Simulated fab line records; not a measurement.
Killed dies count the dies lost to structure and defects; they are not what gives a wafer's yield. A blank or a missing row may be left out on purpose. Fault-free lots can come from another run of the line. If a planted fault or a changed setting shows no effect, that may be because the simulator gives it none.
fab line records	flow n5Finfet
record lots=9	wafers=27	lastDay=16
route steps=1938 shown SDB@363 HKMG_FIN@388 BEOL_M4@1111 PASSIVATION@1936
lots that met no fault: taken from a fault-free run of the same line
startH: hours from the record's opening day to when the first of the lot's shown wafers began	waitH: hours elapsed since this lot's preceding step	" as in the row above	L1.1+2: a row that stands for several wafers	- either no value or no given start	* or withheld: withheld	< > ~ a bound
route shown NAME@n: names a module that has steps shown in the file, with the first one's number in the route	usual: the fault-free wafers' mean and standard deviation	same: alike in all rows	chamber/n: place in a boat	sites: per-site readings	_std_site: the values' standard deviation	_edge_site: mean of outer sites minus mean of inner sites	radiusMm: for every site, how far away it sits from the centre of the wafer	mask NAME#n: copy n	behind: tool/chamber where the wafer was last shaped	hold: why the lot went on hold/how many hours it stayed there/how the hold came to an end	device: which transistor (n, p or np) failed to switch	end of line: tests run on the same wafers once the route is complete	where a step has no rows: the recipe by itself	killed: the dies lost at the first sort to structure and to defects; this is not the yield of the wafer	map: shows each die of a wafer: x if killed, . if not, _ if none is there
set.NAME: the setting as run; set.NAME@STEP: as run at that earlier step	model.NAME: the simulator's own value behind a step, which no gauge read
steps of the route over a sample of lots; a table a step, a row a wafer
services: when a tool's chamber went out of use (startH, in hours from the record's first day, below 0 if earlier), for how many hours, and the reason
## steps
# step N5_SDB_STRIP_21
# recipe chemistry=CF4	resist=SiARC	powerW=300	biasPowerW=75	pressureMtorr=50	cf4FlowSccm=150	rfFrequencyHz=6e+07
# usual chamberPressureMTorr=50.00/0.046	drypumpMotorCurrentA=5.4/0.4	oesProductAu=0.80/0.083	rfVppV=271.9/1.3	showerheadPlenumPTorr=1.82/0.041	throttleValvePct=13.58/0.23
lot.wafer	tool	chamber	startH	waitH	chamberPressureMTorr	drypumpMotorCurrentA	oesProductAu	rfHoursCounterH	rfVppV	showerheadPlenumPTorr	throttleValvePct
L438.4	rieDiel-04	3	79.89	0.0	50.02	5.6	0.90	-	271.5	1.83	13.42
L438.5	"	0	"	"	49.98	5.7	0.73	-	270.9	1.79	13.76
L438.6	"	2	"	"	50.00	5.4	0.90	-	273.0	1.83	13.42
L440.4	rieDiel-01	2	85.48	0.0	50.02	6.1	0.93	17	274.9	1.90	13.21
L440.5	"	2	"	"	50.00	6.1	0.92	-	273.3	1.90	13.20
L440.6	"	3	"	"	50.09	5.7	0.94	-	269.9	1.76	13.28
L443.2	rieDiel-02	2	107.18	0.0	49.98	5.5	0.75	152	272.8	1.79	13.47
L443.3	"	3	"	"	50.04	5.1	0.76	147	272.6	1.86	13.50
L443.6	"	0	"	"	49.98	5.7	0.71	-	272.6	1.85	13.99
L444.3	rieDiel-01	0	111.70	0.0	50.01	5.3	0.88	37	274.0	1.90	13.28
L444.5	"	3	"	"	50.01	5.7	0.92	-	270.1	1.76	13.30
L444.6	"	0	"	"	50.04	5.3	0.90	-	273.8	1.90	13.26
L445.2	rieDiel-02	1	112.92	0.0	49.99	4.6	0.84	74	271.3	1.81	13.67
L445.4	"	3	"	"	50.05	5.1	0.75	149	272.8	1.86	13.51
L445.5	"	2	"	"	50.06	5.5	0.74	-	269.9	1.79	13.46
L450.2	rieDiel-01	1	147.62	0.0	49.94	5.9	0.69	208	272.8	1.84	13.66
L450.4	"	3	"	"	49.88	5.7	0.89	30	270.2	1.76	13.32
L450.5	"	0	"	"	49.91	5.3	0.88	-	273.1	1.89	13.32
L451.2	rieDiel-02	1	150.98	0.0	50.01	4.7	0.82	85	272.3	1.80	13.72
L451.3	"	3	"	"	49.96	5.1	0.74	164	273.2	1.85	13.58
L451.5	"	1	"	"	50.01	4.7	0.83	-	269.8	1.80	13.71
L452.3	rieDiel-04	1	156.91	0.0	49.94	5.4	0.89	26	271.0	1.77	13.43
L452.4	"	0	"	"	50.03	5.8	0.71	-	270.1	1.78	13.82
L452.5	"	1	"	"	50.06	5.4	0.89	-	270.8	1.77	13.44
L453.2	rieDiel-02	3	162.42	0.0	50.02	5.1	0.74	168	274.3	1.85	13.58
L453.3	"	2	"	"	49.96	5.5	0.72	175	270.7	1.78	13.52
L453.4	"	1	"	"	49.98	4.7	0.82	89	270.4	1.80	13.70
# step N5_SDB_ETCH_25
# recipe chemistry=C4F6/O2	target=SiO2	targetDepthA=100	timeS=3.3	ionEnergyEv=250	maskMaterial=SiNx	pressureMtorr=30	sourceW=345	biasW=185	Ar_flow_sccm=300	C4F6_flow_sccm=10	O2_flow_sccm=10
# usual chamberPressureMTorr=30.001/0.027	drypumpMotorCurrentA=5.5/0.4	oes_ar_750_au=0.81/0.082	oesProductAu=0.81/0.086	rfVppV=668/9	showerheadPlenumPTorr=2.90/0.076	throttleValvePct=21.15/0.18
lot.wafer	tool	chamber	startH	waitH	chamberPressureMTorr	drypumpMotorCurrentA	oes_ar_750_au	oesProductAu	rfHoursCounterH	rfVppV	showerheadPlenumPTorr	throttleValvePct
L438.4	rieDiel-02	3	80.53	0.4	30.011	5.1	0.77	0.76	139	671	2.97	21.07
L438.5	"	3	"	"	30.015	5.1	0.78	0.76	-	671	2.97	21.08
L438.6	"	2	"	"	30.044	5.5	0.75	0.76	-	681	2.85	21.03
L440.4	rieDiel-01	3	85.80	0.0	30.014	5.7	0.95	0.96	9	660	2.79	20.93
L440.5	"	3	"	"	29.999	5.7	0.95	0.96	-	659	2.79	20.93
L440.6	"	2	"	"	29.969	6.1	0.93	0.94	-	676	3.02	20.91
L443.2	rieDiel-04	0	107.50	0.0	29.970	5.8	0.73	0.73	196	660	2.82	21.24
L443.3	"	3	"	"	29.967	5.6	0.88	0.89	29	663	2.90	21.16
L443.6	"	0	"	"	30.004	5.8	0.73	0.72	-	661	2.82	21.24
L444.3	rieDiel-04	3	112.06	0.1	29.997	5.6	0.89	0.88	31	660	2.90	21.15
L444.5	"	3	"	"	29.972	5.6	0.88	0.88	-	660	2.90	21.14
L444.6	"	0	"	"	30.007	5.7	0.72	0.73	-	660	2.82	21.24
L445.2	rieDiel-01	0	113.38	0.1	30.032	5.3	0.91	0.91	38	685	3.01	20.90
L445.4	"	1	"	"	29.985	5.9	0.70	0.70	199	670	2.94	21.23
L445.5	"	2	"	"	30.004	6.1	0.92	0.92	-	677	3.02	20.92
L450.2	rieDiel-01	3	147.94	0.0	30.011	5.7	0.89	0.91	30	660	2.78	20.97
L450.4	"	1	"	"	30.056	5.9	0.69	0.69	208	669	2.94	21.24
L450.5	"	2	"	"	30.047	6.0	0.89	0.90	-	677	3.01	20.92
L451.2	rieDiel-01	1	151.82	0.5	30.017	5.9	0.69	0.70	209	669	2.94	21.24
L451.3	"	3	"	"	30.001	5.7	0.89	0.90	31	659	2.78	20.97
L451.5	"	0	"	"	29.997	5.3	0.87	0.88	-	687	3.00	20.93
L452.3	rieDiel-01	2	157.42	0.2	30.028	6.1	0.88	0.90	43	677	3.01	20.95
L452.4	"	0	"	"	29.991	5.3	0.88	0.88	55	685	3.00	20.93
L452.5	"	1	"	"	30.035	5.9	0.69	0.70	-	669	2.94	21.23
L453.2	rieDiel-02	1	162.96	0.2	29.995	4.7	0.83	0.82	89	666	2.88	21.40
L453.3	"	0	"	"	29.984	5.6	0.71	0.70	216	667	2.92	21.52
L453.4	"	3	"	"	30.046	5.1	0.75	0.74	169	669	2.96	21.11
# step N5_HKMG_FIN_ALD_74
# recipe material=La2O3	targetThkA=5	tempC=250	aldPrecursorFamily=La-Cp	aldCoReactant=O3	pulseTimeS=6	coReactantPulseTimeS=1	purgeTimeS=3	coReactantPurgeTimeS=3
# usual coReactantPulseTimeS=1/0	coReactantPurgeTimeS=3/0	heaterPowerW=359/34	precursorPulseHeightRel=1.002/0.02
lot.wafer	tool	chamber	startH	waitH	coReactantPulseTimeS	coReactantPurgeTimeS	heaterPowerW	precursorPulseHeightRel
L438.4	aldHk-02	2	84.84	0.1	1	3	331	0.996
L438.5	"	3	"	"	1	3	422	0.982
L438.6	"	2	"	"	1	3	326	1.021
L440.4	aldHk-01	3	90.52	0.1	1	3	308	1.000
L440.5	"	2	"	"	1	3	404	0.987
L440.6	"	3	"	"	1	3	302	0.967
L443.2	aldHk-01	2	113.06	0.2	-	-	-	-
L443.3	"	1	"	"	-	-	-	-
L443.6	"	1	"	"	-	-	-	-
L444.3	aldHk-01	3	116.37	0.1	-	-	-	-
L444.5	"	2	"	"	-	-	-	-
L444.6	"	1	"	"	-	-	-	-
L445.2	aldHk-02	2	117.69	0.2	-	-	-	-
L445.4	"	3	"	"	-	-	-	-
L445.5	"	3	"	"	-	-	-	-
L450.2	aldHk-02	2	152.83	0.2	1	3	330	0.983
L450.4	"	1	"	"	1	3	368	0.992
L450.5	"	3	"	"	1	3	432	0.976
L451.2	aldHk-01	3	156.25	0.2	1	3	317	1.033
L451.3	"	1	"	"	1	3	329	1.005
L451.5	"	1	"	"	1	3	330	0.991
L452.3	aldHk-01	3	161.81	0.1	1	3	306	1.010
L452.4	"	1	"	"	1	3	326	1.040
L452.5	"	1	"	"	1	3	331	0.999
L453.2	aldHk-01	2	168.98	0.2	1	3	403	0.994
L453.3	"	0	"	"	1	3	351	1.009
L453.4	"	3	"	"	1	3	312	1.050
# step N5_HKMG_FIN_ALD_75
# recipe material=Al2O3	targetThkA=10	tempC=150	aldPrecursorFamily=TMA	aldCoReactant=H2O	pulseTimeS=withheld	coReactantPulseTimeS=1
# usual heaterPowerOuterW=82/7.7	heaterPowerW=155/15	precursorPulseHeightRel=1.000/0.021
lot.wafer	tool	chamber	startH	waitH	heaterPowerOuterW	heaterPowerW	precursorPulseHeightRel
L438.4	aldHk-02	2	84.92	0.0	81	145	1.003
L438.5	"	3	"	"	93	186	1.042
L438.6	"	2	"	"	82	140	1.011
L440.4	aldHk-01	3	90.59	0.0	74	134	0.978
L440.5	"	2	"	"	94	175	1.015
L440.6	"	3	"	"	78	135	1.039
L443.2	aldHk-01	2	113.13	0.0	90	174	0.961
L443.3	"	1	"	"	75	139	0.974
L443.6	"	1	"	"	76	138	0.986
L444.3	aldHk-01	3	116.45	0.0	73	138	0.952
L444.5	"	2	"	"	92	167	0.991
L444.6	"	1	"	"	75	141	1.007
L445.2	aldHk-02	2	117.76	0.0	81	138	0.990
L445.4	"	3	"	"	94	188	1.025
L445.5	"	3	"	"	94	185	1.022
L450.2	aldHk-02	2	152.91	0.0	81	140	1.010
L450.4	"	1	"	"	87	162	0.987
L450.5	"	3	"	"	95	187	1.024
L451.2	aldHk-01	3	156.32	0.0	76	137	0.988
L451.3	"	1	"	"	75	144	1.011
L451.5	"	1	"	"	74	145	0.989
L452.3	aldHk-01	3	161.89	0.0	77	134	0.932
L452.4	"	1	"	"	75	144	1.033
L452.5	"	1	"	"	75	141	0.999
L453.2	aldHk-01	2	169.05	0.0	90	172	0.997
L453.3	"	0	"	"	82	157	1.000
L453.4	"	3	"	"	76	136	0.988
# step N5_BEOL_M4_RC_MEAS_101
# usual DIBL_N=36.2/1.2	DIBL_P=36.3/1.3	IOFF_N=0.155/0.019	IOFF_P=0.210/0.029	IOFF_P_85C=3.6/0.42	IOFF_P_LIN=0.100/0.011	IOFF_P_LONG=0.000105/8.9e-06	ION_N=677/8.6	ION_P=465/6.8	SS_N=71.4/0.48	SS_P=73.2/0.53	VT_N=249.9/2.4	VT_N_LVT=99.0/2.1	VT_P=-250/3.2	VT_P_LONG=-276/3.3
lot.wafer	tool	chamber	startH	waitH	DIBL_N[mV/V]	DIBL_P[mV/V]	IOFF_N[nA/um]	IOFF_P[nA/um]	IOFF_P_85C[nA/um]	IOFF_P_LIN[nA/um]	IOFF_P_LONG[nA/um]	ION_N[uA/um]	ION_P[uA/um]	SS_N[mV/dec]	SS_P[mV/dec]	VT_N[mV]	VT_N_LVT[mV]	VT_P[mV]	VT_P_LONG[mV]
L438.4	prober-01	0	176.70	0.5	35.3	36.5	0.138	0.190	3.3	0.091	0.0001	682	470	70.8	73.2	250.0	98.5	-251	-278
L438.5	"	0	"	"	36.7	38.1	0.162	0.215	3.7	0.100	0.000101	675	464	72.0	73.5	250.2	98.0	-249	-275
L438.6	"	0	"	"	34.3	35.1	0.116	0.163	2.9	0.082	0.000102	674	460	70.3	72.9	257.5	101.5	-254	-279
L440.4	prober-01	0	188.14	0.5	34.5	35.1	0.138	0.196	3.4	0.096	0.000103	682	470	70.4	73.4	250.0	101.1	-249	-275
L440.5	"	0	"	"	34.6	34.9	0.140	0.194	3.4	0.094	9.9e-05	670	465	70.7	72.7	251.1	100.3	-251	-274
L440.6	"	0	"	"	34.0	34.1	0.121	0.177	3.1	0.089	0.000107	664	456	70.3	72.9	253.0	102.6	-254	-277
L443.2	prober-02	0	216.28	0.2	35.7	36.6	0.176	48.752	349.8	21.933	0.020276	682	665	71.8	72.9	251.2	247.5	-98	-124
L443.3	"	0	"	"	34.8	35.9	0.147	44.669	324.8	20.719	0.020492	680	671	70.9	74.0	250.3	249.1	-99	-124
L443.6	"	0	"	"	33.7	34.1	0.128	39.125	290.2	18.854	0.020315	681	662	70.7	73.0	250.1	250.9	-99	-124
L444.3	prober-01	0	233.15	0.3	35.4	36.0	0.149	40.259	305.0	19.069	0.017596	678	662	71.4	72.9	248.8	251.8	-101	-128
L444.5	"	0	"	"	36.3	36.8	0.161	41.840	312.3	19.265	0.017368	689	669	71.6	73.5	249.3	246.4	-101	-128
L444.6	"	0	"	"	34.9	35.4	0.133	38.044	288.0	18.018	0.017314	667	662	71.3	73.0	252.8	253.3	-102	-128
L445.2	prober-02	0	233.38	0.2	35.4	35.0	0.155	49.420	355.1	23.254	0.021628	679	671	71.8	73.3	247.3	247.8	-95	-120
L445.4	"	0	"	"	36.1	35.5	0.165	50.914	370.2	24.067	0.021676	683	676	71.8	73.4	248.0	247.7	-94	-122
L445.5	"	0	"	"	35.5	35.5	0.158	51.999	373.5	24.345	0.02139	671	669	71.6	73.4	248.7	249.1	-94	-122
L452.3	prober-01	0	265.65	0.3	37.0	37.8	0.187	0.269	4.4	0.121	0.000115	680	469	71.5	74.1	245.6	97.8	-244	-273
L452.4	"	0	"	"	36.3	37.1	0.175	0.266	4.4	0.122	0.000117	696	479	71.9	73.7	247.8	98.4	-247	-270
L452.5	"	0	"	"	36.7	37.1	0.172	0.257	4.3	0.118	0.000115	686	478	71.8	73.1	245.8	98.2	-246	-272
L450.2	prober-01	0	268.20	0.2	37.0	35.5	0.158	0.207	3.7	0.102	0.00011	678	463	71.4	73.4	250.1	96.3	-250	-272
L450.4	"	0	"	"	35.7	34.1	0.138	0.196	3.5	0.099	0.000111	683	472	71.5	72.2	250.8	99.2	-245	-275
L450.5	"	0	"	"	39.4	38.0	0.196	0.252	4.4	0.118	0.000111	681	469	71.9	73.3	247.5	94.4	-245	-276
L451.2	prober-02	0	273.99	0.2	35.4	37.3	0.158	0.225	3.9	0.105	0.0001	674	462	71.5	74.0	251.2	100.0	-249	-276
L451.3	"	0	"	"	34.9	36.4	0.147	0.215	3.7	0.102	0.000106	675	469	71.8	73.4	249.0	99.8	-249	-276
L451.5	"	0	"	"	35.6	37.5	0.172	0.238	4.1	0.110	0.000106	680	472	70.5	73.7	248.5	97.7	-246	-273
L453.2	prober-01	0	280.87	0.2	34.9	35.2	0.129	0.162	2.9	0.078	9.2e-05	666	449	71.6	72.5	256.9	102.5	-258	-282
L453.3	"	0	"	"	35.5	36.2	0.147	0.182	3.2	0.087	8.9e-05	669	455	71.6	73.1	251.4	99.7	-253	-281
L453.4	"	0	"	"	35.7	36.4	0.152	0.187	3.3	0.088	9e-05	672	453	72.4	73.1	251.7	99.0	-254	-281
# step N5_PASSIVATION_PROBE_49
# usual defectLimitedYield=91.2/1.4	killed_at_M0_to_M3=34/10	killed_at_M4_up=13/5.1	killedAtContacts=12/6.5	killedAtFrontEnd=41/11	killedAtOther=4/3.3	killedDies=104/16	killedOpen=69/13	killedShort=33/7	sort_bin_4_leakage=0/0	sort_bin_5_function=5.1/0.91	sort_bin_6_memory=3.3/0.69	sortNPass=1076/16	sortYieldPct=91.2/1.4
# same grossDies=1180	killedAtBackSide=0	sort_bin_8_speed[%]=0
lot.wafer	tool	chamber	startH	waitH	defectLimitedYield[%]	killed_at_M0_to_M3	killed_at_M4_up	killedAtContacts	killedAtFrontEnd	killedAtOther	killedDies	killedOpen	killedShort	sort_bin_4_leakage[%]	sort_bin_5_function[%]	sort_bin_6_memory[%]	sortNPass	sortYieldPct[%]
L438.4	prober-01	-	288.38	0.2	90.4	46	18	1	43	5	113	79	34	0	5.2	4.3	1067	90.4
L438.5	prober-01	-	288.43	0.2	90.2	42	27	15	31	1	116	76	40	0	5.3	4.5	1064	90.2
L438.6	prober-01	-	288.48	0.3	91.7	28	13	13	37	7	98	57	41	0	4.8	3.1	1082	91.7
L443.2	prober-01	-	319.90	0.1	89.6	45	19	19	35	5	123	94	28	89.58	6.5	3.6	0	0
L444.3	prober-01	-	339.63	0.1	90.5	43	11	6	47	5	112	71	41	90.51	5.5	3.9	0	0
L444.5	prober-01	-	339.73	0.2	91.2	33	26	9	31	5	104	75	29	91.19	5.5	3.1	0	0
L445.2	prober-02	-	343.53	0.8	90.3	29	7	23	55	1	115	79	34	90.25	5.7	3.9	0	0
L445.4	prober-02	-	343.63	0.9	91.8	18	21	22	36	0	97	72	25	91.78	5.1	3.1	0	0
L451.2	prober-02	-	370.94	0.1	92.9	27	7	14	33	3	84	46	35	0	4.7	2.1	1096	92.9
L451.3	prober-02	-	370.99	0.1	92.4	41	12	9	26	2	90	55	35	0	4.6	2.8	1090	92.4
L451.5	prober-02	-	371.09	0.2	90.7	32	12	14	48	4	110	61	49	0	5.4	3.6	1070	90.7
L450.2	prober-01	-	372.05	0.1	90.3	33	11	22	40	8	114	69	45	0	5.8	3.6	1066	90.3
L450.4	prober-01	-	372.15	0.2	92.3	40	5	7	37	2	91	57	31	0	3.7	3.2	1089	92.3
L450.5	prober-01	-	372.20	0.2	91.6	40	7	12	35	5	99	48	51	0	4.2	3.8	1081	91.6
L453.2	prober-02	-	376.58	0.1	94.2	22	4	19	21	3	69	51	18	0	3.6	2.1	1111	94.2
L453.3	prober-02	-	376.63	0.1	92.4	29	6	23	26	6	90	57	33	0	4.7	2.6	1090	92.4
L453.4	prober-02	-	376.68	0.2	91.6	28	11	16	38	6	99	67	32	0	4.5	3.6	1081	91.6
# killed by level:class
L438.4 BEOL_M3:geometricParticle:open=21 FIN_SAQP:geometricParticle:open=14 BEOL_M0_SAQP:geometricParticle:open=11 BEOL_M4:geometricParticle:open=8 STI_FIN_REVEAL:geometricParticle:open=7 GATE_CUT:geometricParticle:short=7 BEOL_M0_SAQP:geometricParticle:short=7 FIN_SAQP:geometricParticle:short=4
L438.5 BEOL_M4:geometricParticle:open=14 MOL_CONTACT_COAG:geometricParticle:open=11 BEOL_M4:geometricParticle:short=10 STI_FIN_REVEAL:geometricParticle:open=8 BEOL_M3:geometricParticle:open=8 BEOL_M1:geometricParticle:open=7 BEOL_M2:geometricParticle:open=7 BEOL_M0_SAQP:geometricParticle:short=6
L438.6 FIN_SAQP:geometricParticle:short=14 MOL_CONTACT_COAG:geometricParticle:open=11 FIN_SAQP:geometricParticle:open=9 BEOL_M4:geometricParticle:open=7 BEOL_M2:geometricParticle:open=7 BEOL_M0_SAQP:geometricParticle:open=5 BEOL_M1:geometricParticle:open=5 PASS1_CAP:geometricParticle:short=5
L443.2 BEOL_M2:geometricParticle:open=19 MOL_CONTACT_COAG:geometricParticle:open=17 FIN_SAQP:geometricParticle:open=12 FIN_SAQP:geometricParticle:short=7 BEOL_M0_SAQP:geometricParticle:open=7 BEOL_M1:geometricParticle:open=7 BEOL_M4:geometricParticle:open=7 BEOL_M0_SAQP:geometricParticle:short=6
L444.3 STI_FIN_REVEAL:geometricParticle:open=15 BEOL_M0_SAQP:geometricParticle:open=13 BEOL_M1:geometricParticle:open=7 FIN_SAQP:geometricParticle:open=6 FIN_SAQP:geometricParticle:short=6 BEOL_M0_SAQP:geometricParticle:short=6 BEOL_M2:geometricParticle:open=6 STI_FIN_REVEAL:geometricParticle:short=5
L444.5 BEOL_M4:geometricParticle:open=17 BEOL_M1:geometricParticle:open=11 FIN_SAQP:geometricParticle:open=9 BEOL_M0_SAQP:geometricParticle:open=8 FIN_SAQP:geometricParticle:short=6 STI_FIN_REVEAL:geometricParticle:open=6 MOL_CONTACT_COAG:geometricParticle:open=6 BEOL_M2:geometricParticle:open=6
L445.2 MOL_CONTACT_COAG:geometricParticle:open=20 FIN_SAQP:geometricParticle:open=14 STI_FIN_REVEAL:geometricParticle:open=12 FIN_SAQP:geometricParticle:short=11 DUMMY_GATE:geometricParticle:open=6 BEOL_M2:geometricParticle:open=6 BEOL_M0_SAQP:geometricParticle:short=6 BEOL_M1:geometricParticle:open=6
L445.4 MOL_CONTACT_COAG:geometricParticle:open=18 STI_FIN_REVEAL:geometricParticle:open=11 FIN_SAQP:geometricParticle:open=8 BEOL_M5:geometricParticle:open=6 BEOL_M1:geometricParticle:open=5 FIN_SAQP:geometricParticle:short=4 MOL_CONTACT_COAG:geometricParticle:short=4 BEOL_M0_SAQP:geometricParticle:short=4
L451.2 FIN_SAQP:geometricParticle:short=11 MOL_CONTACT_COAG:geometricParticle:open=10 BEOL_M0_SAQP:geometricParticle:short=8 BEOL_M0_SAQP:geometricParticle:open=6 BEOL_M3:geometricParticle:open=6 STI_FIN_REVEAL:geometricParticle:open=5 MOL_CONTACT_COAG:geometricParticle:short=4 BEOL_M4:geometricParticle:open=4
L451.3 BEOL_M0_SAQP:geometricParticle:open=11 BEOL_M3:geometricParticle:open=11 MOL_CONTACT_COAG:geometricParticle:open=6 BEOL_M0_SAQP:geometricParticle:short=6 FIN_SAQP:geometricParticle:short=5 BEOL_M2:geometricParticle:short=5 FIN_SAQP:geometricParticle:open=4 STI_FIN_REVEAL:geometricParticle:open=4
L451.5 FIN_SAQP:geometricParticle:short=17 MOL_CONTACT_COAG:geometricParticle:open=11 BEOL_M0_SAQP:geometricParticle:open=11 STI_FIN_REVEAL:geometricParticle:open=10 BEOL_M0_SAQP:geometricParticle:short=10 FIN_SAQP:geometricParticle:open=8 BEOL_M3:geometricParticle:open=7 GATE_CUT:geometricParticle:short=4
L450.2 STI_FIN_REVEAL:geometricParticle:open=16 MOL_CONTACT_COAG:geometricParticle:open=15 BEOL_M0_SAQP:geometricParticle:open=10 BEOL_M0_SAQP:geometricParticle:short=8 FIN_SAQP:geometricParticle:open=7 MOL_CONTACT_COAG:geometricParticle:short=7 STI_FIN_REVEAL:geometricParticle:short=5 FIN_SAQP:geometricParticle:short=4
L450.4 BEOL_M0_SAQP:geometricParticle:short=11 FIN_SAQP:geometricParticle:open=8 STI_FIN_REVEAL:geometricParticle:open=8 BEOL_M1:geometricParticle:open=7 MOL_CONTACT_COAG:geometricParticle:open=6 BEOL_M0_SAQP:geometricParticle:open=6 BEOL_M2:geometricParticle:open=6 ILD0:geometricParticle:short=5
L450.5 BEOL_M0_SAQP:geometricParticle:short=14 MOL_CONTACT_COAG:geometricParticle:open=11 FIN_SAQP:geometricParticle:short=9 STI_FIN_REVEAL:geometricParticle:open=8 BEOL_M0_SAQP:geometricParticle:open=8 STI_FIN_REVEAL:geometricParticle:short=7 STARTING-WAFER:geometricParticle:short=5 BEOL_M2:geometricParticle:open=5
L453.2 MOL_CONTACT_COAG:geometricParticle:open=19 BEOL_M3:geometricParticle:open=13 GATE_CUT:geometricParticle:short=8 STI_FIN_REVEAL:geometricParticle:open=5 FIN_SAQP:geometricParticle:open=2 ILD0:geometricParticle:short=2 GATE_CUT:geometricParticle:open=2 BEOL_M0_SAQP:geometricParticle:open=2
L453.3 MOL_CONTACT_COAG:geometricParticle:open=20 BEOL_M3:geometricParticle:open=9 GATE_CUT:geometricParticle:short=8 BEOL_M0_SAQP:geometricParticle:open=5 STI_FIN_REVEAL:geometricParticle:open=4 DUMMY_GATE:geometricParticle:open=4 STARTING-WAFER:geometricParticle:short=4 PAD_METAL:geometricParticle:short=3
L453.4 MOL_CONTACT_COAG:geometricParticle:open=14 FIN_SAQP:geometricParticle:short=10 BEOL_M3:geometricParticle:open=10 STI_FIN_REVEAL:geometricParticle:open=9 FIN_SAQP:geometricParticle:open=7 BEOL_M1:geometricParticle:open=6 BEOL_M0_SAQP:geometricParticle:short=5 BEOL_M0_SAQP:geometricParticle:open=4
## services
tool	chamber	startH	hours	kind
aldHk-01	-	78.81	1.0	repair
rieDiel-04	-	89.16	0.4	repair
rieDiel-02	0	113.52	7.3	repair
aldHk-02	-	118.86	0.3	repair
rieDiel-01	1	136.85	10.3	repair
rieDiel-02	1	137.28	9.5	repair
rieDiel-04	3	144.66	14.2	repair
rieDiel-02	-	159.50	1.4	repair
## key
firstSign step=N5_HKMG_FIN_ALD_74	reading=toolRecord	direction=missing
effect step=N5_BEOL_M4_RC_MEAS_101	reading=IOFF_P_LONG	direction=up	sigmas=99+	usual=0.000105	struck=0.019784
effect step=N5_BEOL_M4_RC_MEAS_101	reading=IOFF_P_LIN	direction=up	sigmas=99+	usual=0.100	struck=21.058
effect step=N5_BEOL_M4_RC_MEAS_101	reading=IOFF_P	direction=up	sigmas=99+	usual=0.210	struck=45.002
effect step=N5_BEOL_M4_RC_MEAS_101	reading=IOFF_P_85C	direction=up	sigmas=99+	usual=3.6	struck=329.9
effect step=N5_BEOL_M4_RC_MEAS_101	reading=VT_N_LVT	direction=up	sigmas=70	usual=99.0	struck=249.3
effect step=N5_BEOL_M4_RC_MEAS_101	reading=VT_P	direction=up	sigmas=47	usual=-250	struck=-98
effect step=N5_BEOL_M4_RC_MEAS_101	reading=VT_P_LONG	direction=up	sigmas=46	usual=-276	struck=-124
effect step=N5_BEOL_M4_RC_MEAS_101	reading=ION_P	direction=up	sigmas=30	usual=465	struck=668
effect step=N5_PASSIVATION_PROBE_49	reading=sort_bin_4_leakage	direction=up	sigmas=99+	usual=0	struck=90.66
metAt N5_HKMG_FIN_ALD_74
struckLots L443,L444,L445
rowsEnd L443.3,L443.6,L444.6,L445.5
notActingAt N5_SDB_STRIP_21,N5_SDB_ETCH_25,N5_HKMG_FIN_ALD_75
onsetBetween 90.52 113.06
fault kind=skippedStepWhole	tool=aldHk-01,aldHk-02	chamber=-	onsetH=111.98	steps=N5_HKMG_FIN_ALD_74	scope=struckLotsOnly
# rowsEnd: these wafers met a further fault down the route, and their rows from its step on are left out
